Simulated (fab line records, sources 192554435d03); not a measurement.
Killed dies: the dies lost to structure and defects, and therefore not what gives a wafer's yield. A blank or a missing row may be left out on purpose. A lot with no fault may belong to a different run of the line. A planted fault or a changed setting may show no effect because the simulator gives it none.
fab line records ; flow n5-finfet
record: lots: 7; wafers: 39
route steps=1938 shown WELL_APT@32 FIN_SAQP@108 DUMMY_GATE@228 GATE_CUT@469 MOL_CONTACT_COAG@610 BEOL_M4@1111
start-h: start of the lot's first displayed wafer, in hours after the record's first day ; wait-h: hours since the lot's step before ; " the same as in the row above ; L1.1+2: several wafers, shown together as one row ; - no value, or no start given ; * or withheld: withheld ; < > ~ a bound
route shown NAME@n: NAME is a module with steps in the file, n the number in the route of the first one ; usual: average and standard deviation across the fault-free wafers ; same: alike in all rows ; chamber/n: place in a boat ; sites: the reading at each site ; _std_site: the values' standard deviation ; _edge_site: the outer-site mean with the inner-site mean subtracted ; radius-mm: for every site, how far away it sits from the centre of the wafer ; mask NAME#n: copy n ; behind: the most recent tool/chamber to have shaped the wafer ; hold: what put the lot on hold/how long, in hours/how the hold closed ; device: transistor that didn't switch, given as n, p or np ; end of line: the route-end tests of the same wafers ; for a step that has no rows: nothing shown but its recipe ; killed: dies lost to structure and defects at the first sort, not the wafer's yield ; map: per-die view of a wafer (x killed, . not killed, _ where there is no die)
set.NAME: setting as actually run; set.NAME@STEP: the setting as run at that earlier step ; model.NAME: the simulator's own value behind a step, which no gauge read
lots where settings were altered on purpose, with a table for each step and a row for each wafer
== steps ==
step: N5_WELL_APT_IMPLANT_14
recipe: species: P; energy-kev: 160; dose-cm2: 1.5e+13; tilt-deg: 0; rotation-deg: 0
step: N5_FIN_SAQP_EXPOSE_13
recipe: mask-id: FIN_CORE; na: 1.35; source-shape: dipole; sigma-inner: 0.538; sigma-outer: 0.738; polarization: te; target-cd-nm: 35.6; dose-mj: 63.25
step: N5_DUMMY_GATE_EXPOSE_12
recipe: mask-id: GATE; na: 0.33; source-shape: annular; sigma-inner: 0.2; sigma-outer: 0.6; polarization: unpolarized; target-cd-nm: 25; dose-mj: 34
step: N5_DUMMY_GATE_ETCH_32
recipe: chemistry: CF4; target: SiO2; target-depth-a: 35; time-s: 3.9; ion-energy-ev: 350; pressure-mtorr: 10; icp-w: 800; bias-w: 400; cf4-flow-sccm: 80
step: N5_DUMMY_GATE_ETCH_44
recipe: chemistry: HBr/O2; over-etch-frac: 0.7; target-depth-a: 1275; stop-on: SiO2; ion-energy-ev: 60; bias-w: 20; target: poly-Si; mask-material: SiO2; pressure-mtorr: 20; icp-w: 400; HBr_flow_sccm: 120; O2_flow_sccm: 10
step: N5_DUMMY_GATE_ETCH_42
recipe: chemistry: CHF3/O2; target: SiO2; target-depth-a: 35; time-s: 31; ion-energy-ev: 30; bias-w: 12; pressure-mtorr: 30; source-w: 600; Ar_flow_sccm: 200; CHF3_flow_sccm: 50; O2_flow_sccm: 5
step: N5_GATE_CUT_ETCH_58
recipe: chemistry: CH3F/O2; target: SiNx; target-depth-a: 170; time-s: 128.6; ion-energy-ev: 50; pressure-mtorr: 30; source-w: 415; bias-w: 21; Ar_flow_sccm: 150; CH3F_flow_sccm: 30; O2_flow_sccm: 20
step: N5_MOL_CONTACT_COAG_ETCH_67
recipe: chemistry: N2/H2; target: SOC; target-depth-a: 600; overetch-a: 210; mask-material: SiARC; temp-c: 40; time-s: 101.2; ion-energy-ev: 200; pressure-mtorr: 30; source-w: 840; bias-w: 150; n2-flow-sccm: 200; h2-flow-sccm: 200
step: N5_BEOL_M4_RC_MEAS_101
usual: RS_NWELL: 1037/6.8
lot.wafer;tool;chamber;start-h;wait-h;set.dose-cm2@WELL_APT_IMPLANT_14;set.dose-mj@FIN_SAQP_EXPOSE_13;set.dose-mj@DUMMY_GATE_EXPOSE_12;set.time-s@DUMMY_GATE_ETCH_32;set.target-depth-a@DUMMY_GATE_ETCH_44;set.bias-w@DUMMY_GATE_ETCH_42;set.target-depth-a@GATE_CUT_ETCH_58;set.target-depth-a@MOL_CONTACT_COAG_ETCH_67;RS_NWELL[ohm/sq]
L076.1;prober-01;0;266.33;0.0;1.5e+13;63.25;34;4.647;1342;13.77;170;600;1029
L076.2;prober-01;0;266.33;0.0;1.696e+13;63.25;34;3.9;1342;12;170;600;959
L076.3;prober-01;0;266.33;0.0;1.696e+13;67.92;34;4.647;1275;12;170;600;959
L076.4;prober-01;0;266.33;0.0;1.5e+13;67.92;34;3.9;1342;12;170;600;1025
L076.5;prober-01;0;266.33;0.0;1.696e+13;63.25;34;4.647;1275;13.77;170;600;968
L076.6;prober-01;0;266.33;0.0;1.5e+13;67.92;34;3.9;1275;13.77;170;600;1033
L080.1;prober-02;0;277.54;0.0;1.5e+13;63.25;31.55;3.9;1275;12;170;600;1037
L080.2;prober-02;0;277.54;0.0;1.5e+13;63.25;34;3.9;1158;11.02;170;600;1025
L080.3;prober-02;0;277.54;0.0;1.5e+13;64.84;34;3.9;1158;12;170;600;1038
L080.4;prober-02;0;277.54;0.0;1.619e+13;64.84;31.55;3.9;1158;11.02;158.1;600;984
L080.5;prober-02;0;277.54;0.0;1.619e+13;64.84;34;3.9;1275;11.02;158.1;600;994
L080.6;prober-02;0;277.54;0.0;1.619e+13;63.25;31.55;3.9;1275;12;158.1;600;976
L082.1;prober-02;0;286.55;0.0;1.5e+13;60.36;32.78;3.9;1275;12;170;600;1034
L082.2;prober-02;0;286.55;0.0;1.5e+13;60.36;32.78;3.9;1275;12;170;600;1032
L082.3;prober-02;0;286.55;0.0;1.5e+13;60.36;34;3.9;1275;11.05;170;600;1043
L082.4;prober-02;0;286.55;0.0;1.5e+13;63.25;32.78;3.9;1275;11.05;170;600;1038
L082.5;prober-02;0;286.55;0.0;1.5e+13;63.25;34;3.9;1275;12;170;600;1042
L082.6;prober-02;0;286.55;0.0;1.5e+13;63.25;34;3.9;1275;11.05;170;600;1034
L081.1;prober-02;0;310.74;0.0;1.5e+13;63.25;34;3.9;1275;12;170;657.2;1035
L081.2;prober-02;0;310.74;0.0;1.5e+13;63.25;34;3.9;1275;12;177.6;657.2;1043
L081.3;prober-02;0;310.74;0.0;1.5e+13;63.25;34;3.9;1275;10.91;170;657.2;1038
L081.4;prober-02;0;310.74;0.0;1.5e+13;63.25;34;3.9;1275;10.91;170;600;1049
L081.5;prober-02;0;310.74;0.0;1.5e+13;63.25;34;3.9;1275;12;177.6;600;1042
L081.6;prober-02;0;310.74;0.0;1.5e+13;63.25;34;3.9;1275;10.91;177.6;600;1036
L087.1;prober-02;0;344.81;0.0;1.679e+13;63.25;34;3.9;1275;13.28;170;540.6;974
L087.2;prober-02;0;344.81;0.0;1.679e+13;63.25;34;3.9;1275;13.28;170;600;965
L087.3;prober-02;0;344.81;0.0;1.679e+13;63.25;34;3.049;1275;12;170;540.6;973
L087.4;prober-02;0;344.81;0.0;1.5e+13;63.25;34;3.9;1275;12;170;540.6;1034
L087.5;prober-02;0;344.81;0.0;1.5e+13;63.25;34;3.049;1275;12;170;600;1028
L087.6;prober-02;0;344.81;0.0;1.5e+13;63.25;34;3.049;1275;13.28;170;600;1029
L094.2;prober-02;0;358.83;0.2;1.5e+13;63.25;34;3.9;1275;12;170;600;1031
L094.3;prober-02;0;358.83;0.2;1.5e+13;63.25;34;3.9;1275;12;170;600;1034
L094.4;prober-02;0;358.83;0.2;1.5e+13;63.25;34;3.9;1275;12;170;600;1033
L095.1;prober-02;0;388.83;0.0;1.5e+13;63.25;34;3.194;1275;13.25;170;600;1035
L095.2;prober-02;0;388.83;0.0;1.32e+13;63.25;34;3.194;1275;12;170;545.8;1107
L095.3;prober-02;0;388.83;0.0;1.5e+13;58.88;34;3.9;1275;12;170;545.8;1029
L095.4;prober-02;0;388.83;0.0;1.32e+13;58.88;34;3.194;1275;13.25;170;600;1112
L095.5;prober-02;0;388.83;0.0;1.32e+13;63.25;34;3.9;1275;12;170;600;1104
L095.6;prober-02;0;388.83;0.0;1.5e+13;58.88;34;3.9;1275;13.25;170;545.8;1031
== key ==
split: step: N5_WELL_APT_IMPLANT_14; setting: dose-cm2; stated-as: 1.5e+13
response: step: N5_BEOL_M4_RC_MEAS_101; reading: RS_NWELL; slope: -5.51; per: 1%; together-with: all; explained: 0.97
split: step: N5_FIN_SAQP_EXPOSE_13; setting: dose-mj; stated-as: 63.25
response none clear
split: step: N5_DUMMY_GATE_EXPOSE_12; setting: dose-mj; stated-as: 34
response none clear
split: step: N5_DUMMY_GATE_ETCH_32; setting: time-s; stated-as: 3.9
response none clear
split: step: N5_DUMMY_GATE_ETCH_44; setting: target-depth-a; stated-as: 1275
response none clear
split: step: N5_DUMMY_GATE_ETCH_42; setting: bias-w; stated-as: 12
response none clear
split: step: N5_GATE_CUT_ETCH_58; setting: target-depth-a; stated-as: 170
response none clear
split: step: N5_MOL_CONTACT_COAG_ETCH_67; setting: target-depth-a; stated-as: 600
response none clear
